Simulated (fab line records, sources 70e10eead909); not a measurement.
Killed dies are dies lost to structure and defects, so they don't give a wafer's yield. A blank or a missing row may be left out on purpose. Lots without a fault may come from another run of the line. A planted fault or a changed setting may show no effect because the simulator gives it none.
fab line records | flow nand_harc
record lots=6 wafers=18 last_day=33
route steps=1302 shown A_SGD_CUT@916 A_SLIT@922
lots that met no fault: from a run of the same line without faults
start_h: hours from the record's first day to the start of the lot's first wafer shown | wait_h: hours since the lot's step before | " the same as in the row above | L1.1+2: a row that stands for several wafers | - no value, or no start given | * or withheld: withheld | < > ~ a bound
route shown NAME@n: a module of which the file shows steps, and the number in the route of the first | usual: mean/standard deviation of fault-free wafers | same: alike in all rows | chamber/n: place in a boat | sites: the reading at each site | _std_site: their standard deviation | _edge_site: outer sites' mean less inner sites' | radius_mm: how far each site lies from the wafer's centre | mask NAME#n: copy n | behind: the tool/chamber that last shaped the wafer | hold: why the lot was held/for how many hours/how that ended | device: the transistor (n, p or np) that didn't switch | end of line: the same wafers' tests at the end of the route | a step without rows: its recipe alone | killed: dies lost to structure and defects at the first sort, not the wafer's yield | map: a wafer's dies, x killed, . not, _ none there
set.NAME: the setting as run; set.NAME@STEP: as run at that earlier step | model.NAME: the simulator's own value behind a step, which no gauge read
lots at some steps of the route; a table a step, a row a wafer
services: from which hour (start_h, from the record's first day; less than 0 if before it) a tool's chamber was out of use, for how many hours, and why
## steps
# step NHARC_A_SGD_CUT_THK_MEAS_22
# recipe thk_meas_gauge=ellipsometry
# usual thk_nm=148.0/1.5
# columns lot.wafer tool chamber start_h wait_h thk_nm
L407.1 film_metro-01 - 446.86 0.2 148.3
L407.3 " - " " 149.2
L407.5 " - " " 150.5
L412.1 film_metro-02 - 499.12 0.2 149.2
L412.2 " - " " 147.7
L412.3 " - " " 149.9
L413.2 film_metro-01 - 531.33 0.2 148.7
L413.3 " - " " 147.2
L413.6 " - " " 148.3
L425.1 film_metro-02 - 629.44 0.2 144.1
L425.3 " - " " 147.8
L425.5 " - " " 147.2
L426.1 film_metro-02 - 646.38 0.2 146.5
L426.4 " - " " 147.0
L426.6 " - " " 148.7
L429.1 film_metro-01 - 675.71 0.2 147.9
L429.4 " - " " 148.5
L429.6 " - " " 147.8
# step NHARC_A_SGD_CUT_SRD_23
# step NHARC_A_SGD_CUT_ETCH_26
# recipe target_depth_a=458 chemistry=dHF material=SiO2
# step NHARC_A_SGD_CUT_ETCHBACK_24
# recipe target_depth_a=500 over_etch_frac=0.3 time_s=92.857 ion_energy_ev=120 ch3f_flow_sccm=50 o2_flow_sccm=30 ar_flow_sccm=200 rf_w=500 bias_w=100 chemistry=CH3F/O2
# usual bias_w=100.02/0.29 drypump_motor_current_A=5.7/0.33 oes_product_au=0.97/0.037 rf_vpp_V=244.4/1.6 showerhead_plenum_p_Torr=2.48/0.088 throttle_valve_pct=20.664/0.0092
# same time_s=92.857
# columns lot.wafer tool chamber start_h wait_h bias_w drypump_motor_current_A oes_product_au rf_hours_counter_h rf_vpp_V showerhead_plenum_p_Torr throttle_valve_pct
L407.3 rie_diel-01 0 447.11 0.1 100.01 6.0 0.96 2.5 243.2 2.43 20.653
L407.1 " 2 " " 100.03 5.6 0.96 2.8 243.2 2.44 20.665
L407.5 " 0 " " 100.33 6.0 0.96 - 243.9 2.44 20.669
L412.1 rie_diel-01 1 499.34 0.1 99.71 5.4 0.93 5.2 243.5 2.51 20.660
L412.2 " 3 " " 99.73 6.0 0.92 5.2 246.6 2.62 20.663
L412.3 " 0 " " 100.42 6.0 0.90 4.9 243.6 2.43 20.669
L413.3 rie_diel-01 0 531.56 0.1 100.54 6.0 0.92 5.8 244.6 2.43 20.660
L413.2 " 3 " " 99.85 6.0 0.93 6.5 246.7 2.61 20.664
L413.6 " 1 " " 100.35 5.4 0.96 - 245.2 2.51 20.660
L425.1 rie_diel-11 2 629.66 0.1 99.85 5.4 1.00 0.6 247.2 2.59 20.645
L425.3 " 0 " " 100.02 5.3 1.01 0.4 243.2 2.38 20.651
L425.5 " 3 " " 100.34 6.1 1.02 - 245.4 2.49 20.674
L426.4 rie_diel-01 2 646.62 0.2 100.22 5.6 0.96 3.4 242.8 2.43 20.660
L426.1 " 3 " " 99.91 6.0 0.99 2.8 246.2 2.61 20.682
L426.6 " 2 " " 100.27 5.6 0.96 - 243.1 2.44 20.662
L429.1 rie_diel-01 3 675.94 0.2 99.91 6.0 0.99 5.0 246.2 2.61 20.665
L429.4 " 2 " " 99.86 5.6 0.97 5.3 244.4 2.43 20.663
L429.6 " 0 " " 99.51 6.1 0.97 - 244.0 2.43 20.673
# step NHARC_A_SGD_CUT_STRIP_28
# recipe time_s=20 o2_flow_sccm=500 ar_flow_sccm=0 bias_w=0 chemistry=O2
# usual drypump_motor_current_A=5.7/0.33 oes_product_au=1.001/0.017 rf_vpp_V=57.9/0.94 showerhead_plenum_p_Torr=3.55/0.12 throttle_valve_pct=17.036/0.0085
# same bias_w=0 time_s=20
# columns lot.wafer tool chamber start_h wait_h drypump_motor_current_A oes_product_au rf_hours_counter_h rf_vpp_V showerhead_plenum_p_Torr throttle_valve_pct
L407.1 rie_diel-01 1 - - 5.4 1.033 2.6 57.7 3.60 17.034
L407.3 " 0 " " 6.0 0.989 2.5 58.6 3.50 17.043
L407.5 " 1 " " 5.3 1.020 - 59.4 3.60 17.047
L412.2 rie_diel-01 2 - - 5.6 0.999 5.6 56.4 3.50 17.050
L412.1 " 3 " " 6.0 1.009 5.2 58.0 3.74 17.027
L412.3 " 0 " " 6.0 0.991 4.9 56.7 3.49 17.037
L413.2 rie_diel-01 2 - - 5.6 0.973 6.8 59.0 3.50 17.032
L413.3 " 3 " " 6.0 0.994 6.5 57.9 3.74 17.028
L413.6 " 2 " " 5.6 0.970 - 56.5 3.50 17.046
L425.1 rie_diel-11 3 - - 6.1 1.026 0.5 57.9 3.58 17.044
L425.3 " 0 " " 5.3 1.001 0.5 58.7 3.42 17.044
L425.5 " 3 " " 6.1 1.022 - 57.3 3.58 17.031
L426.4 rie_diel-01 0 - - 6.0 0.978 3.3 57.1 3.49 17.035
L426.1 " 1 " " 5.4 1.025 3.3 57.4 3.59 17.044
L426.6 " 3 " " 6.0 0.987 - 57.9 3.74 17.030
L429.4 rie_diel-01 3 - - 6.0 0.983 5.1 59.2 3.74 17.034
L429.1 " 0 " " 6.0 0.968 5.3 58.4 3.49 17.027
L429.6 " 2 " " 5.6 0.960 - 56.9 3.49 17.044
# step NHARC_A_SGD_CUT_INSPECT_25
# usual raw_defect_count=393/86
# columns lot.wafer tool chamber start_h wait_h raw_defect_count
L407.1 defect_inspect-01 - 447.34 - 411
L407.3 " - " " 311
L407.5 " - " " 455
L412.1 defect_inspect-01 - 499.58 - 442
L412.2 " - " " 338
L412.3 " - " " 393
L413.2 defect_inspect-02 - 531.80 - 419
L413.3 " - " " 460
L413.6 " - " " 414
L425.1 defect_inspect-02 - 629.90 - 326
L425.3 " - " " 302
L425.5 " - " " 424
L426.1 defect_inspect-02 - 646.85 - 378
L426.4 " - " " 280
L426.6 " - " " 331
L429.1 defect_inspect-01 - 676.18 - 327
L429.4 " - " " 343
L429.6 " - " " 321
# step NHARC_A_SLIT_DEP_25
# recipe target_thk_a=2000 temp_c=400 pressure_torr=6.5 rf_w=900 teos_flow_sccm=161.4 flow_sccm=2650 target_thk_nm=200 gas=O2 material=SiO2
# usual heater_power_w=573/110 throttle_valve_pct=15.6/0.73
# columns lot.wafer tool chamber start_h wait_h heater_power_w throttle_valve_pct
L407.1 pecvd-03 1 447.40 0.1 596 16.1
L407.3 " 0 " " 538 16.2
L407.5 " 2 " " 616 16.4
L412.3 pecvd-04 1 499.71 0.1 473 15.5
L412.2 " 2 " " 552 16.4
L412.1 " 0 " " 542 17.2
L413.3 pecvd-02 2 531.90 0.1 492 14.6
L413.2 " 0 " " 549 15.6
L413.6 " 0 " " 412 15.5
L425.1 pecvd-04 0 629.97 0.1 474 17.2
L425.3 " 2 " " 620 16.7
L425.5 " 2 " " 621 16.5
L426.1 pecvd-02 1 646.91 0.1 667 14.7
L426.6 " 1 " " 675 15.1
L426.4 " 2 " " 440 14.8
L429.1 pecvd-02 1 676.50 0.3 785 14.9
L429.6 " 0 " " 449 15.3
L429.4 " 2 " " 542 14.9
# step NHARC_A_SLIT_DEP_00
# recipe target_thk_a=62000 temp_c=400 material=aC
# usual throttle_valve_pct=35.000/0.0086
# columns lot.wafer tool chamber start_h wait_h throttle_valve_pct
L407.1 acl_dep-03 0 447.74 - 35.017
L407.3 " 0 449.03 - 34.998
L407.5 " 0 450.31 - 34.993
L412.1 acl_dep-03 0 502.76 - 34.975
L412.2 " 0 " " 35.008
L412.3 " 0 " " 35.011
L413.2 acl_dep-03 0 532.83 - 34.998
L413.3 " 0 " " 35.011
L413.6 " 0 535.35 - 35.003
L425.1 acl_dep-03 0 632.72 - 35.018
L425.3 " 0 633.95 - 34.993
L425.5 " 0 635.17 - 34.998
L426.1 acl_dep-01 0 647.25 - 35.007
L426.4 " 0 649.13 - 34.990
L426.6 " 0 650.38 - 35.000
L429.1 acl_dep-01 0 680.93 - 35.011
L429.4 " 0 682.80 - 35.010
L429.6 " 0 684.05 - 35.012
# step NHARC_A_SLIT_DEP_23
# recipe target_thk_a=1000 target_thk_nm=100 temp_c=400 pressure_torr=3.5 flow_sccm=200 rf_w=350 material=SiON
# usual heater_power_w=753/100
# columns lot.wafer tool chamber start_h wait_h heater_power_w
L407.3 pecvd-02 1 451.65 2.0 834
L407.1 " 2 " " 673
L407.5 " 1 " " 872
L412.2 pecvd-02 2 506.60 2.6 717
L412.3 " 0 " " 736
L412.1 " 1 " " 1011
L413.3 pecvd-02 0 536.00 1.9 730
L413.2 " 1 " " 848
L413.6 " 2 " " 678
L425.1 pecvd-02 0 636.41 3.1 649
L425.3 " 1 " " 1000
L425.5 " 2 " " 608
L426.1 pecvd-02 2 651.09 3.2 740
L426.6 " 0 " " 599
L426.4 " 1 " " 872
L429.1 pecvd-02 0 684.81 3.3 670
L429.6 " 0 " " 690
L429.4 " 1 " " 908
# step NHARC_A_SLIT_DEHYDRATE_01
# recipe temp_c=150 time_s=120
# step NHARC_A_SLIT_HMDS_02
# recipe time_s=30
# step NHARC_A_SLIT_COAT_03
# recipe spin_rpm=1500 resist_thk_nm=90
# step NHARC_A_SLIT_SOFTBAKE_04
# recipe temp_c=105 time_s=55
# usual heater_power_total_W=188.44/0.13
# columns lot.wafer tool chamber start_h wait_h heater_power_total_W
L407.1 litho_track-04 0 451 - 188.35
L407.3 " 0 " " 188.39
L407.5 " 0 " " 188.34
L412.1 litho_track-06 0 506 - 188.40
L412.2 " 0 " " 193.11
L412.3 " 0 " " 188.45
L413.2 litho_track-06 0 536 - 193.48
L413.3 " 0 " " 188.45
L413.6 " 0 " " 193.03
L425.1 litho_track-06 0 636 - 188.50
L425.3 " 0 " " 188.33
L425.5 " 0 " " 188.45
L426.1 litho_track-04 0 651 - 188.49
L426.4 " 0 " " 188.49
L426.6 " 0 " " 188.40
L429.1 litho_track-06 0 685 - 188.72
L429.4 " 0 " " 188.54
L429.6 " 0 " " 188.38
# step NHARC_A_SLIT_EBR_05
## services
# columns tool chamber start_h hours kind
rie_diel-11 - 432.52 9.0 pm
rie_diel-11 3 447.01 1.8 repair
pecvd-04 - 450.16 13.0 pm
acl_dep-03 - 484.66 13.0 pm
pecvd-03 0 485.10 21.7 repair
rie_diel-11 3 500.99 14.3 repair
litho_track-06 - 529.01 7.0 pm
litho_track-04 - 553.00 7.0 pm
acl_dep-01 - 554.61 13.0 pm
pecvd-04 2 554.84 16.2 repair
rie_diel-01 - 557.93 9.0 pm
pecvd-02 0 579.84 6.1 repair
rie_diel-01 1 586.07 6.8 repair
pecvd-02 - 589.41 13.0 pm
rie_diel-11 - 609.83 9.0 pm
acl_dep-03 - 615.02 1.0 repair
rie_diel-01 3 616.09 7.3 repair
pecvd-04 - 631.16 13.0 pm
pecvd-02 1 640.90 2.6 repair
pecvd-04 - 649.80 0.6 repair
pecvd-02 0 659.15 5.8 repair
acl_dep-03 - 669.06 13.0 pm
pecvd-02 - 673.99 1.5 repair
pecvd-04 0 679.79 13.7 repair
## key
first_sign step=NHARC_A_SLIT_SOFTBAKE_04 reading=heater_power_total_W direction=up sigmas=36 usual=* struck=*
effect none on later readings
met_at NHARC_A_SLIT_SOFTBAKE_04
struck_wafers L412.2,L413.2,L413.6
tester_left_out L412,L413
fault kind=process_parameter_drift tool=litho_track-06 chamber=- onset_h=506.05 steps=NHARC_A_SLIT_SOFTBAKE_04 channel=time_s offset=* shape=step end_h=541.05 scope=struck_wafers_only acts_in=* stated=*
# tester_left_out: of these lots the tester's yield and bins aren't shown, on N5 and GAA mostly nor the transistor test; their killed dies are dies lost to structure and defects alone, not to doping, threshold or leakage, so they don't give the yield
